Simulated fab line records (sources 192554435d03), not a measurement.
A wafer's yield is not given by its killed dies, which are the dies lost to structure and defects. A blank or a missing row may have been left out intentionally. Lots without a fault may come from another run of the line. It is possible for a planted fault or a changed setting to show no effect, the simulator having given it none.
fab line records + flow n5Finfet + part 1 of 2: steps 1 to 22 of 33
record
- lots=5
- wafers=15
- lastDay=18
route steps=1938 shown BEOL_M13@1710 BEOL_M14@1716
lots that met no fault: from a run of the same line without faults
startH: hours from the record's opening day to when the first of the lot's shown wafers began + waitH: hours from the lot's prior step to this one + " same as the row above + L1.1+2: one row covering several wafers at once + - value missing, or start not given + * or withheld: withheld + < > ~ a bound
route shown NAME@n: NAME is a module with steps in the file, n the number in the route of the first one + usual: mean/standard deviation taken from wafers without a fault + same: alike in all rows + chamber/n: place in a boat + sites: readings site by site + _std_site: standard deviation across them + _edge_site: outer sites' mean less inner sites' + radiusMm: for every site, how far away it sits from the centre of the wafer + mask NAME#n: copy n + behind: the most recent tool/chamber to have shaped the wafer + hold: cause of the lot's hold/its duration in hours/its outcome + device: transistor that didn't switch, given as n, p or np + end of line: the route-end tests of the same wafers + a step with no rows: only its recipe + killed: the dies lost at the first sort to structure and to defects; this is not the yield of the wafer + map: per-die view of a wafer (x killed, . not killed, _ where there is no die)
set.NAME: setting as actually run; set.NAME@STEP: the setting as run at that earlier step + model.NAME: the simulator's own value behind a step, which no gauge read
lots at some steps of the route; a table a step, a row a wafer
services: when a tool's chamber went out of use (startH, in hours from the record's first day, below 0 if earlier), for how many hours, and the reason
## steps
# step N5_BEOL_M13_CMP_49
# recipe
- stopOn=SiOC
- tOverpolishS=17.1
- downForcePsi=1
- platenRpm=50
- clearingPlatenDownForcePsi=1.5
- clearingPlatenRpm=50
- postCmpClean=cuAlkaline
- targetThkNm=420
- clearingPlatenPadVelocityMS=0.99484
- padVelocityMS=0.99484
# usual
- barrierFieldEndpointS=30.1/0.83
- headPressurePsi=0.9999/0.0022
- motorCurrentA=5.9/0.54
- overpolishRunS=17.100/0.0096
| lot.wafer | tool   | chamber | startH | waitH | barrierFieldEndpointS | headPressurePsi | motorCurrentA | overpolishRunS |
|-----------|--------|---------|--------|-------|-----------------------|-----------------|---------------|----------------|
| L074.2    | cmp-04 | 2       | 260.78 | 0.2   | 29.2                  | 0.9993          | 5.7           | 17.092         |
| L074.3    | "      | 3       | "      | "     | 27.7                  | 0.9986          | 6.0           | 17.101         |
| L074.4    | "      | 1       | "      | "     | 30.1                  | 1.0030          | 7.0           | 17.105         |
| L078.1    | cmp-02 | 0       | 291.35 | 0.3   | 30.2                  | 1.0051          | 5.8           | 17.108         |
| L078.3    | "      | 2       | "      | "     | 30.7                  | 0.9993          | 4.9           | 17.087         |
| L078.2    | "      | 3       | "      | "     | 29.5                  | 1.0026          | 5.7           | 17.099         |
| L082.4    | cmp-01 | 1       | 319.95 | 0.1   | 30.5                  | 0.9959          | 5.6           | 17.106         |
| L082.1    | "      | 2       | "      | "     | 30.3                  | 0.9997          | 5.9           | 17.093         |
| L082.5    | "      | 1       | "      | "     | 29.7                  | 0.9984          | 5.8           | 17.094         |
| L092.1    | cmp-02 | 2       | 389.60 | 0.3   | 31.2                  | 0.9999          | 4.6           | 17.099         |
| L092.3    | "      | 1       | "      | "     | 28.9                  | 1.0038          | 5.6           | 17.107         |
| L092.5    | "      | 3       | "      | "     | 29.9                  | 1.0007          | 5.7           | 17.105         |
| L094.1    | cmp-02 | 3       | 400.72 | 0.3   | 30.1                  | 1.0014          | 6.0           | 17.082         |
| L094.4    | "      | 2       | "      | "     | 30.4                  | 0.9972          | 4.7           | 17.091         |
| L094.6    | "      | 0       | "      | "     | 29.3                  | 0.9978          | 5.7           | 17.098         |
# step N5_BEOL_M13_THK_MEAS_50
# recipe
- thkMeasGauge=xrf
- reads=Cu_of_BEOL_M13_ECD_47
# usual
- M13_THK=426/7.3
| lot.wafer | tool         | chamber | startH | waitH | M13_THK[nm] |
|-----------|--------------|---------|--------|-------|-------------|
| L074.2    | filmMetro-01 | -       | 261.08 | -     | 429         |
| L074.3    | "            | -       | "      | "     | 437         |
| L074.4    | "            | -       | "      | "     | 430         |
| L078.1    | filmMetro-01 | -       | 291.65 | -     | 435         |
| L078.2    | "            | -       | "      | "     | 417         |
| L078.3    | "            | -       | "      | "     | 430         |
| L082.1    | filmMetro-02 | -       | 320.25 | -     | 422         |
| L082.4    | "            | -       | "      | "     | 425         |
| L082.5    | "            | -       | "      | "     | 430         |
| L092.1    | filmMetro-02 | -       | 389.89 | -     | 427         |
| L092.3    | "            | -       | "      | "     | 431         |
| L092.5    | "            | -       | "      | "     | 426         |
| L094.1    | filmMetro-02 | -       | 401.01 | -     | 430         |
| L094.4    | "            | -       | "      | "     | 419         |
| L094.6    | "            | -       | "      | "     | 431         |
# step N5_BEOL_M13_PRE_CLEAN_52
# recipe
- gas=NH3
- timeS=15
- tempC=withheld
- rfPowerW=300
| lot.wafer  | tool     | chamber | startH | waitH |
|------------|----------|---------|--------|-------|
| L074.2+3+4 | pecvd-03 | 1,2,1   | 261.11 | 0.0   |
| L078.1+2+3 | pecvd-03 | 1,0,2   | 291.68 | 0.0   |
| L082.1+4+5 | pecvd-02 | 2,2,1   | 320.29 | 0.0   |
| L092.1+3+5 | pecvd-02 | 0,2,0   | 389.93 | 0.0   |
| L094.1+4+6 | pecvd-02 | 2,2,0   | 401.05 | 0.0   |
# step N5_BEOL_M13_DEP_53
# recipe
- material=SiCN
- targetThkA=500
- tempC=withheld
- precursor=3MS/NH3
- pressureTorr=3
- rfW=675
- timeS=17.8
# usual
- showerheadPlenumPTorr=4.173/0.019
- showerheadVppV=1567/50
- throttleValvePct=18.0/0.92
| lot.wafer | tool     | chamber | startH | waitH | showerheadPlenumPTorr | showerheadVppV | throttleValvePct |
|-----------|----------|---------|--------|-------|-----------------------|----------------|------------------|
| L074.2    | pecvd-03 | 1       | 261.14 | 0.0   | 4.152                 | 1508           | 17.1             |
| L074.3    | "        | 2       | "      | "     | 4.180                 | 1663           | 17.3             |
| L074.4    | "        | 1       | "      | "     | 4.135                 | 1493           | 17.2             |
| L078.1    | pecvd-03 | 1       | 291.71 | 0.0   | 4.148                 | 1549           | 17.2             |
| L078.2    | "        | 0       | "      | "     | 4.142                 | 1612           | 17.4             |
| L078.3    | "        | 2       | "      | "     | 4.175                 | 1672           | 17.4             |
| L082.1    | pecvd-02 | 2       | 320.31 | 0.0   | 4.213                 | 1545           | 18.0             |
| L082.4    | "        | 2       | "      | "     | 4.210                 | 1550           | 17.7             |
| L082.5    | "        | 1       | "      | "     | 4.181                 | 1496           | 17.9             |
| L092.1    | pecvd-02 | 0       | 389.97 | 0.0   | 4.187                 | 1558           | 17.3             |
| L092.3    | "        | 2       | "      | "     | 4.213                 | 1559           | 17.9             |
| L092.5    | "        | 0       | "      | "     | 4.185                 | 1601           | 17.6             |
| L094.1    | pecvd-02 | 2       | 401.08 | 0.0   | 4.216                 | 1529           | 18.2             |
| L094.4    | "        | 2       | "      | "     | 4.206                 | 1581           | 18.3             |
| L094.6    | "        | 0       | "      | "     | 4.179                 | 1558           | 17.5             |
# step N5_BEOL_M13_RS_MEAS_54
# recipe
- thkMeasGauge=four-point-probe
- reads=Cu_of_BEOL_M13_ECD_47+Ta_of_BEOL_M13_SPUTTER_44+TaN_of_BEOL_M13_SPUTTER_43
# usual
- M13_RS=0.0446/0.00065
| lot.wafer | tool         | chamber | startH | waitH | M13_RS[ohm/sq] |
|-----------|--------------|---------|--------|-------|----------------|
| L074.2    | filmMetro-02 | -       | 261.21 | 0.1   | 0.0449         |
| L074.3    | "            | -       | "      | "     | 0.0442         |
| L074.4    | "            | -       | "      | "     | 0.0445         |
| L078.1    | filmMetro-02 | -       | 291.78 | 0.0   | 0.0440         |
| L078.2    | "            | -       | "      | "     | 0.0459         |
| L078.3    | "            | -       | "      | "     | 0.0444         |
| L082.1    | filmMetro-01 | -       | 320.38 | 0.0   | 0.0453         |
| L082.4    | "            | -       | "      | "     | 0.0448         |
| L082.5    | "            | -       | "      | "     | 0.0443         |
| L092.1    | filmMetro-01 | -       | 390.05 | 0.1   | 0.0443         |
| L092.3    | "            | -       | "      | "     | 0.0442         |
| L092.5    | "            | -       | "      | "     | 0.0446         |
| L094.1    | filmMetro-01 | -       | 401.17 | 0.1   | 0.0443         |
| L094.4    | "            | -       | "      | "     | 0.0454         |
| L094.6    | "            | -       | "      | "     | 0.0441         |
# step N5_BEOL_M13_INSPECT_55
# recipe
- inspectInstrument=darkfield
- mode=postDep
# usual
- rawDefectCount=68/22
| lot.wafer | tool             | chamber | startH | waitH | rawDefectCount |
|-----------|------------------|---------|--------|-------|----------------|
| L074.2    | defectInspect-01 | -       | 261.23 | 0.0   | 90             |
| L074.3    | "                | -       | "      | "     | 73             |
| L074.4    | "                | -       | "      | "     | 61             |
| L078.1    | defectInspect-02 | -       | 291.80 | 0.0   | 42             |
| L078.2    | "                | -       | "      | "     | 63             |
| L078.3    | "                | -       | "      | "     | 78             |
| L082.1    | defectInspect-02 | -       | 320.40 | 0.0   | 89             |
| L082.4    | "                | -       | "      | "     | 106            |
| L082.5    | "                | -       | "      | "     | 125            |
| L092.1    | defectInspect-01 | -       | 390.08 | 0.0   | 83             |
| L092.3    | "                | -       | "      | "     | 106            |
| L092.5    | "                | -       | "      | "     | 79             |
| L094.1    | defectInspect-02 | -       | 401.19 | 0.0   | 61             |
| L094.4    | "                | -       | "      | "     | 37             |
| L094.6    | "                | -       | "      | "     | 36             |
# step N5_BEOL_M14_ILD_DEP_00
# recipe
- material=SiO2
- targetThkA=11193
- tempC=400
- precursor=TEOS/O2
- pressureTorr=6.5
- rfW=900
- teosFlowSccm=161.4
- gas=O2
- flowSccm=2650
- timeS=237.4
# usual
- heaterPowerW=569/120
- showerheadPlenumPTorr=8.34/0.035
- showerheadVppV=1835/58
- throttleValvePct=18.8/1.1
| lot.wafer | tool     | chamber | startH | waitH | heaterPowerW | showerheadPlenumPTorr | showerheadVppV | throttleValvePct |
|-----------|----------|---------|--------|-------|--------------|-----------------------|----------------|------------------|
| L074.2    | pecvd-04 | 0       | 261.27 | 0.0   | 555          | 8.34                  | 1853           | 20.3             |
| L074.3    | "        | 2       | "      | "     | 489          | 8.36                  | 1795           | 17.6             |
| L074.4    | "        | 2       | "      | "     | 520          | 8.36                  | 1797           | 18.0             |
| L078.1    | pecvd-03 | 0       | 291.84 | 0.0   | 510          | 8.33                  | 1899           | 18.1             |
| L078.2    | "        | 1       | "      | "     | 709          | 8.34                  | 1757           | 17.9             |
| L078.3    | "        | 2       | "      | "     | 739          | 8.35                  | 1899           | 18.1             |
| L082.1    | pecvd-04 | 2       | 320.44 | 0.0   | 432          | 8.38                  | 1796           | 18.0             |
| L082.4    | "        | 1       | "      | "     | 459          | 8.35                  | 1762           | 20.5             |
| L082.5    | "        | 2       | "      | "     | 496          | 8.37                  | 1828           | 17.7             |
| L092.1    | pecvd-03 | 0       | 390.12 | 0.0   | 592          | 8.35                  | 1892           | 18.0             |
| L092.3    | "        | 2       | "      | "     | 725          | 8.40                  | 1871           | 17.8             |
| L092.5    | "        | 2       | "      | "     | 813          | 8.38                  | 1906           | 18.0             |
| L094.1    | pecvd-04 | 2       | 401.23 | 0.0   | 522          | 8.36                  | 1804           | 17.9             |
| L094.4    | "        | 0       | "      | "     | 500          | 8.36                  | 1841           | 20.2             |
| L094.6    | "        | 2       | "      | "     | 381          | 8.35                  | 1807           | 17.9             |
# step N5_BEOL_M14_THK_MEAS_01
# recipe
- reads=SiO2_of_BEOL_M14_ILD_DEP_00
# usual
- M14_ILD_THK=1117/17
| lot.wafer | tool         | chamber | startH | waitH | M14_ILD_THK[nm] |
|-----------|--------------|---------|--------|-------|-----------------|
| L074.2    | filmMetro-01 | -       | 261.46 | 0.1   | 1095            |
| L074.3    | "            | -       | "      | "     | 1104            |
| L074.4    | "            | -       | "      | "     | 1105            |
| L078.1    | filmMetro-02 | -       | 292.03 | 0.1   | 1114            |
| L078.2    | "            | -       | "      | "     | 1137            |
| L078.3    | "            | -       | "      | "     | 1138            |
| L082.1    | filmMetro-02 | -       | 320.63 | 0.1   | 1124            |
| L082.4    | "            | -       | "      | "     | 1131            |
| L082.5    | "            | -       | "      | "     | 1133            |
| L092.1    | filmMetro-01 | -       | 390.31 | 0.1   | 1106            |
| L092.3    | "            | -       | "      | "     | 1121            |
| L092.5    | "            | -       | "      | "     | 1132            |
| L094.1    | filmMetro-01 | -       | 401.42 | 0.1   | 1109            |
| L094.4    | "            | -       | "      | "     | 1140            |
| L094.6    | "            | -       | "      | "     | 1138            |
# step N5_BEOL_M14_COAT_58
# recipe
- resist=BARC
- tempC=205
- timeS=60
- spinRpm=1500
- resistThkNm=89
# usual
- dispensePressureKPa=52/3.3
- spinSpeedRpm=1500.0/0.99
| lot.wafer | tool          | chamber | startH | waitH | dispensePressureKPa | spinSpeedRpm |
|-----------|---------------|---------|--------|-------|---------------------|--------------|
| L074.2    | lithoTrack-05 | 0       | 261.49 | 0.0   | 55                  | 1500.4       |
| L074.3    | "             | 0       | "      | "     | 55                  | 1499.1       |
| L074.4    | "             | 0       | "      | "     | 55                  | 1498.5       |
| L078.1    | lithoTrack-02 | 0       | 292.06 | 0.0   | 48                  | 1499.3       |
| L078.2    | "             | 0       | "      | "     | 48                  | 1500.1       |
| L078.3    | "             | 0       | "      | "     | 48                  | 1498.7       |
| L082.1    | lithoTrack-02 | 0       | 320.66 | 0.0   | 48                  | 1500.9       |
| L082.4    | "             | 0       | "      | "     | 48                  | 1500.0       |
| L082.5    | "             | 0       | "      | "     | 48                  | 1500.0       |
| L092.1    | lithoTrack-05 | 0       | 390.34 | 0.0   | 55                  | 1499.3       |
| L092.3    | "             | 0       | "      | "     | 55                  | 1500.1       |
| L092.5    | "             | 0       | "      | "     | 55                  | 1500.7       |
| L094.1    | lithoTrack-05 | 0       | 401.45 | 0.0   | 55                  | 1499.2       |
| L094.4    | "             | 0       | "      | "     | 55                  | 1499.8       |
| L094.6    | "             | 0       | "      | "     | 55                  | 1499.9       |
# step N5_BEOL_M14_COAT_04
# recipe
- spinRpm=1704
- resistThkNm=800
# usual
- dispensePressureKPa=52/3.3
- spinSpeedRpm=1703.8/1.1
| lot.wafer | tool          | chamber | startH | waitH | dispensePressureKPa | spinSpeedRpm |
|-----------|---------------|---------|--------|-------|---------------------|--------------|
| L074.2    | lithoTrack-05 | 0       | -      | -     | 55                  | 1703.8       |
| L074.3    | "             | 0       | "      | "     | 55                  | 1703.2       |
| L074.4    | "             | 0       | "      | "     | 55                  | 1702.7       |
| L078.1    | lithoTrack-02 | 0       | -      | -     | 48                  | 1703.9       |
| L078.2    | "             | 0       | "      | "     | 48                  | 1703.0       |
| L078.3    | "             | 0       | "      | "     | 48                  | 1703.2       |
| L082.1    | lithoTrack-02 | 0       | -      | -     | 48                  | 1703.1       |
| L082.4    | "             | 0       | "      | "     | 48                  | 1705.0       |
| L082.5    | "             | 0       | "      | "     | 48                  | 1702.6       |
| L092.1    | lithoTrack-05 | 0       | -      | -     | 55                  | 1702.4       |
| L092.3    | "             | 0       | "      | "     | 55                  | 1704.0       |
| L092.5    | "             | 0       | "      | "     | 55                  | 1703.1       |
| L094.1    | lithoTrack-05 | 0       | -      | -     | 55                  | 1703.2       |
| L094.4    | "             | 0       | "      | "     | 55                  | 1704.5       |
| L094.6    | "             | 0       | "      | "     | 55                  | 1703.4       |
# step N5_BEOL_M14_EBR_06
# recipe
- solvent=PGMEA
- ebrWidthMm=1.5
| lot.wafer  | tool          | chamber | startH | waitH |
|------------|---------------|---------|--------|-------|
| L074.2+3+4 | lithoTrack-05 | 0       | -      | -     |
| L078.1+2+3 | lithoTrack-02 | 0       | -      | -     |
| L082.1+4+5 | lithoTrack-02 | 0       | -      | -     |
| L092.1+3+5 | lithoTrack-05 | 0       | -      | -     |
| L094.1+4+6 | lithoTrack-05 | 0       | -      | -     |
# step N5_BEOL_M14_SOFTBAKE_05
# recipe
- tempC=130
- timeS=60
| lot.wafer  | tool          | chamber | startH | waitH |
|------------|---------------|---------|--------|-------|
| L074.2+3+4 | lithoTrack-05 | 0       | -      | -     |
| L078.1+2+3 | lithoTrack-02 | 0       | -      | -     |
| L082.1+4+5 | lithoTrack-02 | 0       | -      | -     |
| L092.1+3+5 | lithoTrack-05 | 0       | -      | -     |
| L094.1+4+6 | lithoTrack-05 | 0       | -      | -     |
# step N5_BEOL_M14_EXPOSE_07
# recipe
- maskId=V13
- na=0.8
- sourceShape=annular
- sigmaInner=0.5
- sigmaOuter=0.8
- polarization=unpolarized
- attpsmPhaseDeg=180
- doseMj=57
# same
- sigmaOuter=0.8
| lot.wafer  | tool          | chamber | startH | waitH | mask  |
|------------|---------------|---------|--------|-------|-------|
| L074.2+3+4 | krfScanner-01 | 0       | 261.60 | -     | V13#0 |
| L078.1+2+3 | krfScanner-01 | 0       | 292.16 | -     | V13#0 |
| L082.1+4+5 | krfScanner-02 | 0       | 320.76 | -     | V13#0 |
| L092.1+3+5 | krfScanner-02 | 0       | 390.56 | -     | V13#0 |
| L094.1+4+6 | krfScanner-01 | 0       | 401.68 | -     | V13#0 |
# step N5_BEOL_M14_PEB_08
# recipe
- pebTempC=130
- pebTimeS=90
| lot.wafer  | tool          | chamber | startH | waitH |
|------------|---------------|---------|--------|-------|
| L074.2+3+4 | lithoTrack-03 | 0       | 261.65 | 0.0   |
| L078.1+2+3 | lithoTrack-05 | 0       | 292.22 | 0.1   |
| L082.1+4+5 | lithoTrack-02 | 0       | 320.82 | 0.1   |
| L092.1+3+5 | lithoTrack-03 | 0       | 390.62 | 0.1   |
| L094.1+4+6 | lithoTrack-05 | 0       | 401.74 | 0.1   |
# step N5_BEOL_M14_DEVELOP_09
# recipe
- developTimeS=45
- rinseLiquid=diw
- dry=airSpin
- devTempC=21
| lot.wafer  | tool          | chamber | startH | waitH |
|------------|---------------|---------|--------|-------|
| L074.2+3+4 | lithoTrack-03 | 0       | -      | -     |
| L078.1+2+3 | lithoTrack-05 | 0       | -      | -     |
| L082.1+4+5 | lithoTrack-02 | 0       | -      | -     |
| L092.1+3+5 | lithoTrack-03 | 0       | -      | -     |
| L094.1+4+6 | lithoTrack-05 | 0       | -      | -     |
# step N5_BEOL_M14_HARDBAKE_14
# recipe
- tempC=130
- timeS=120
| lot.wafer  | tool          | chamber | startH | waitH |
|------------|---------------|---------|--------|-------|
| L074.2+3+4 | lithoTrack-03 | 0       | -      | -     |
| L078.1+2+3 | lithoTrack-05 | 0       | -      | -     |
| L082.1+4+5 | lithoTrack-02 | 0       | -      | -     |
| L092.1+3+5 | lithoTrack-03 | 0       | -      | -     |
| L094.1+4+6 | lithoTrack-05 | 0       | -      | -     |
# step N5_BEOL_M14_CD_MEAS_10
# recipe
- targetCdNm=250
- landingEnergyEv=500
- detector=seInlens
- polarity=opening
# usual
- cdNm=250.1/2.3
| lot.wafer | tool     | chamber | startH | waitH | cdNm  |
|-----------|----------|---------|--------|-------|-------|
| L074.2    | cdSem-02 | 0       | 261.77 | -     | 249.6 |
| L074.3    | "        | 0       | "      | "     | 246.1 |
| L074.4    | "        | 0       | "      | "     | 248.7 |
| L078.1    | cdSem-02 | 0       | 292.34 | -     | 250.9 |
| L078.2    | "        | 0       | "      | "     | 251.1 |
| L078.3    | "        | 0       | "      | "     | 251.3 |
| L082.1    | cdSem-02 | 0       | 320.94 | -     | 251.2 |
| L082.4    | "        | 0       | "      | "     | 252.8 |
| L082.5    | "        | 0       | "      | "     | 249.3 |
| L092.1    | cdSem-03 | 0       | 390.74 | -     | 254.5 |
| L092.3    | "        | 0       | "      | "     | 248.2 |
| L092.5    | "        | 0       | "      | "     | 250.5 |
| L094.1    | cdSem-01 | 0       | 401.86 | -     | 249.1 |
| L094.4    | "        | 0       | "      | "     | 248.4 |
| L094.6    | "        | 0       | "      | "     | 248.7 |
# step N5_BEOL_M14_OVL_MEAS_11
# recipe
- pointsPerWafer=44
# usual
- V13_OVL=-1/5.1
| lot.wafer | tool       | chamber | startH | waitH | V13_OVL[nm] |
|-----------|------------|---------|--------|-------|-------------|
| L074.2    | overlay-02 | 0       | 261.80 | 0.0   | 2           |
| L074.3    | "          | 0       | "      | "     | -1          |
| L074.4    | "          | 0       | "      | "     | 6           |
| L078.1    | overlay-02 | 0       | 292.37 | 0.0   | -2          |
| L078.2    | "          | 0       | "      | "     | 1           |
| L078.3    | "          | 0       | "      | "     | 3           |
| L082.1    | overlay-02 | 0       | 320.97 | 0.0   | 1           |
| L082.4    | "          | 0       | "      | "     | -8          |
| L082.5    | "          | 0       | "      | "     | -2          |
| L092.1    | overlay-02 | 0       | 390.77 | 0.0   | -10         |
| L092.3    | "          | 0       | "      | "     | -11         |
| L092.5    | "          | 0       | "      | "     | -8          |
| L094.1    | overlay-02 | 0       | 401.89 | 0.0   | -10         |
| L094.4    | "          | 0       | "      | "     | -7          |
| L094.6    | "          | 0       | "      | "     | -7          |
# step N5_BEOL_M14_INSPECT_12
# recipe
- mode=adi
- inspectInstrument=macro
# usual
- rawDefectCount=2.2/1.4
| lot.wafer | tool             | chamber | startH | waitH | rawDefectCount |
|-----------|------------------|---------|--------|-------|----------------|
| L074.2    | defectInspect-02 | -       | 261.82 | 0.0   | 3              |
| L074.3    | "                | -       | "      | "     | 0              |
| L074.4    | "                | -       | "      | "     | 0              |
| L078.1    | defectInspect-02 | -       | 292.39 | 0.0   | 1              |
| L078.2    | "                | -       | "      | "     | 3              |
| L078.3    | "                | -       | "      | "     | 1              |
| L082.1    | defectInspect-02 | -       | 320.99 | 0.0   | 0              |
| L082.4    | "                | -       | "      | "     | 3              |
| L082.5    | "                | -       | "      | "     | 2              |
| L092.1    | defectInspect-01 | -       | 390.79 | 0.0   | 2              |
| L092.3    | "                | -       | "      | "     | 4              |
| L092.5    | "                | -       | "      | "     | 1              |
| L094.1    | defectInspect-02 | -       | 401.91 | 0.0   | 0              |
| L094.4    | "                | -       | "      | "     | 3              |
| L094.6    | "                | -       | "      | "     | 2              |
# step N5_BEOL_M14_DESCUM_15
# recipe
- chemistry=O2
- timeS=7.9
- sourcePowerW=50
- biasPowerW=20
- pressureMtorr=20
- rfFrequencyHz=2.712e+07
- tempC=40
- o2FlowSccm=225
# usual
- drypumpMotorCurrentA=5.6/0.56
- o2FlowSccm=224.9/0.66
- oesProductAu=0.78/0.091
- rfVppV=242.9/1.2
- showerheadPlenumPTorr=2.07/0.066
- throttleValvePct=20.40/0.28
| lot.wafer | tool       | chamber | startH | waitH | drypumpMotorCurrentA | o2FlowSccm | oesProductAu | rfHoursCounterH | rfVppV | showerheadPlenumPTorr | throttleValvePct |
|-----------|------------|---------|--------|-------|----------------------|------------|--------------|-----------------|--------|-----------------------|------------------|
| L074.2    | rieDiel-05 | 1       | 261.85 | 0.0   | 4.9                  | 224.5      | 0.69         | 217             | 243.6  | 2.07                  | 20.22            |
| L074.3    | "          | 0       | "      | "     | 6.3                  | 224.0      | 0.76         | 153             | 241.7  | 1.97                  | 20.12            |
| L074.4    | "          | 3       | "      | "     | 5.6                  | 224.4      | 0.99         | 2               | 245.3  | 2.16                  | 20.19            |
| L078.1    | rieDiel-05 | 2       | 292.57 | 0.2   | 5.9                  | 224.9      | 0.80         | 93              | 241.2  | 2.03                  | 20.28            |
| L078.2    | "          | 1       | "      | "     | 4.9                  | 224.9      | 0.68         | 229             | 243.2  | 2.07                  | 20.26            |
| L078.3    | "          | 0       | "      | "     | 6.3                  | 224.7      | 0.77         | 165             | 243.3  | 1.97                  | 20.15            |
| L082.1    | rieDiel-05 | 1       | 321.18 | 0.2   | 4.9                  | 224.7      | 0.68         | 241             | 242.2  | 2.07                  | 20.27            |
| L082.4    | "          | 1       | "      | "     | 4.9                  | 225.2      | 0.68         | -               | 243.6  | 2.07                  | 20.27            |
| L082.5    | "          | 2       | "      | "     | 5.9                  | 225.1      | 0.79         | -               | 242.0  | 2.03                  | 20.30            |
| L092.1    | rieDiel-05 | 1       | 390.83 | 0.0   | 4.9                  | 223.1      | 0.65         | 269             | 242.9  | 2.05                  | 20.32            |
| L092.3    | "          | 0       | "      | "     | 6.3                  | 225.3      | 0.72         | -               | 243.3  | 1.95                  | 20.22            |
| L092.5    | "          | 0       | "      | "     | 6.3                  | 225.0      | 0.73         | -               | 241.9  | 1.95                  | 20.19            |
| L094.1    | rieDiel-02 | 1       | 403.16 | 1.2   | 5.7                  | 224.1      | 0.69         | 219             | 243.6  | 2.09                  | 20.93            |
| L094.4    | "          | 2       | "      | "     | 5.1                  | 225.3      | 0.94         | -               | 244.3  | 2.14                  | 20.27            |
| L094.6    | "          | 1       | "      | "     | 5.8                  | 224.4      | 0.69         | -               | 242.0  | 2.09                  | 20.94            |
# step N5_BEOL_M14_ETCH_59
# recipe
- chemistry=N2/H2
- target=BARC
- targetDepthA=890
- overetchA=267
- timeS=67.9
- ionEnergyEv=200
- pressureMtorr=30
- sourceW=840
- biasW=150
- n2FlowSccm=200
- h2FlowSccm=200
# usual
- drypumpMotorCurrentA=5.6/0.55
- oesProductAu=0.66/0.075
- rfVppV=523.2/2
- showerheadPlenumPTorr=2.52/0.077
- throttleValvePct=17.85/0.28
| lot.wafer | tool       | chamber | startH | waitH | drypumpMotorCurrentA | oesProductAu | rfHoursCounterH | rfVppV | showerheadPlenumPTorr | throttleValvePct |
|-----------|------------|---------|--------|-------|----------------------|--------------|-----------------|--------|-----------------------|------------------|
| L074.2    | rieDiel-05 | 1       | 261.89 | 0.0   | 4.9                  | 0.59         | 217             | 522.7  | 2.52                  | 17.77            |
| L074.3    | "          | 0       | "      | "     | 6.3                  | 0.65         | 153             | 520.9  | 2.41                  | 17.60            |
| L074.4    | "          | 3       | "      | "     | 5.6                  | 0.85         | 2               | 525.7  | 2.60                  | 17.42            |
| L078.1    | rieDiel-05 | 2       | 292.60 | 0.0   | 6.0                  | 0.69         | 93              | 521.8  | 2.46                  | 17.58            |
| L078.2    | "          | 1       | "      | "     | 4.9                  | 0.58         | 229             | 523.6  | 2.52                  | 17.79            |
| L078.3    | "          | 0       | "      | "     | 6.3                  | 0.65         | 165             | 520.4  | 2.40                  | 17.64            |
| L082.1    | rieDiel-05 | 1       | 321.22 | 0.0   | 4.9                  | 0.58         | 241             | 523.1  | 2.51                  | 17.83            |
| L082.4    | "          | 1       | "      | "     | 4.9                  | 0.57         | -               | 522.6  | 2.51                  | 17.82            |
| L082.5    | "          | 2       | "      | "     | 5.9                  | 0.68         | -               | 520.7  | 2.45                  | 17.60            |
| L092.1    | rieDiel-05 | 1       | 390.88 | 0.0   | 4.9                  | 0.56         | 269             | 522.1  | 2.50                  | 17.86            |
| L092.3    | "          | 0       | "      | "     | 6.3                  | 0.61         | -               | 521.8  | 2.39                  | 17.71            |
| L092.5    | "          | 0       | "      | "     | 6.3                  | 0.61         | -               | 522.7  | 2.39                  | 17.71            |
| L094.1    | rieDiel-02 | 1       | 403.19 | 0.0   | 5.7                  | 0.60         | 219             | 522.7  | 2.53                  | 18.43            |
| L094.4    | "          | 2       | "      | "     | 5.1                  | 0.81         | -               | 525.4  | 2.63                  | 18.01            |
| L094.6    | "          | 1       | "      | "     | 5.7                  | 0.59         | -               | 523.7  | 2.53                  | 18.42            |
# step N5_BEOL_M14_VIA_ETCH_16
# recipe
- chemistry=C4F8/O2/Ar
- target=SiO2
- heInnerTorr=15
- heOuterTorr=30
- targetDepthA=12313
- timeS=withheld
- ionEnergyEv=800
- pressureMtorr=20
- sourceW=1905
- biasW=2040
- Ar_flow_sccm=400
- C4F8_flow_sccm=16
- O2_flow_sccm=12
- ends=cleared
# usual
- drypumpMotorCurrentA=5.6/0.55
- heInnerTorr=15.00/0.03
- oesProductAu=0.70/0.085
- rfVppV=2185/46
- showerheadPlenumPTorr=3.42/0.077
- throttleValvePct=30.87/0.27
| lot.wafer | tool       | chamber | startH | waitH | drypumpMotorCurrentA | heInnerTorr | oesProductAu | rfVppV | showerheadPlenumPTorr | throttleValvePct |
|-----------|------------|---------|--------|-------|----------------------|-------------|--------------|--------|-----------------------|------------------|
| L074.2    | rieDiel-05 | 1       | 261.94 | 0.0   | 4.9                  | 14.97       | 0.61         | 2177   | 3.45                  | 30.76            |
| L074.3    | "          | 0       | "      | "     | 6.3                  | 14.98       | 0.68         | 2150   | 3.32                  | 30.85            |
| L074.4    | "          | 3       | "      | "     | 5.6                  | 15.02       | 0.90         | 2204   | 3.50                  | 30.42            |
| L078.1    | rieDiel-05 | 2       | 292.66 | 0.0   | 5.9                  | 15.05       | 0.73         | 2112   | 3.35                  | 30.73            |
| L078.2    | "          | 1       | "      | "     | 5.0                  | 15.02       | 0.60         | 2178   | 3.44                  | 30.76            |
| L078.3    | "          | 0       | "      | "     | 6.3                  | 14.98       | 0.68         | 2150   | 3.32                  | 30.86            |
| L082.1    | rieDiel-05 | 1       | 321.27 | 0.0   | 4.9                  | 15.01       | 0.60         | 2176   | 3.43                  | 30.78            |
| L082.4    | "          | 1       | "      | "     | 4.9                  | 14.99       | 0.60         | 2176   | 3.43                  | 30.79            |
| L082.5    | "          | 2       | "      | "     | 6.0                  | 15.03       | 0.71         | 2112   | 3.34                  | 30.75            |
| L092.1    | rieDiel-05 | 1       | 390.96 | 0.1   | 4.9                  | 14.95       | 0.58         | 2175   | 3.42                  | 30.81            |
| L092.3    | "          | 0       | "      | "     | 6.3                  | 14.97       | 0.65         | 2147   | 3.29                  | 30.90            |
| L092.5    | "          | 0       | "      | "     | 6.3                  | 15.01       | 0.65         | 2147   | 3.29                  | 30.91            |
| L094.1    | rieDiel-02 | 1       | 403.24 | 0.0   | 5.8                  | 14.99       | 0.62         | 2219   | 3.41                  | 31.28            |
| L094.4    | "          | 2       | "      | "     | 5.1                  | 15.04       | 0.88         | 2194   | 3.51                  | 30.80            |
| L094.6    | "          | 1       | "      | "     | 5.8                  | 14.98       | 0.62         | 2214   | 3.42                  | 31.30            |
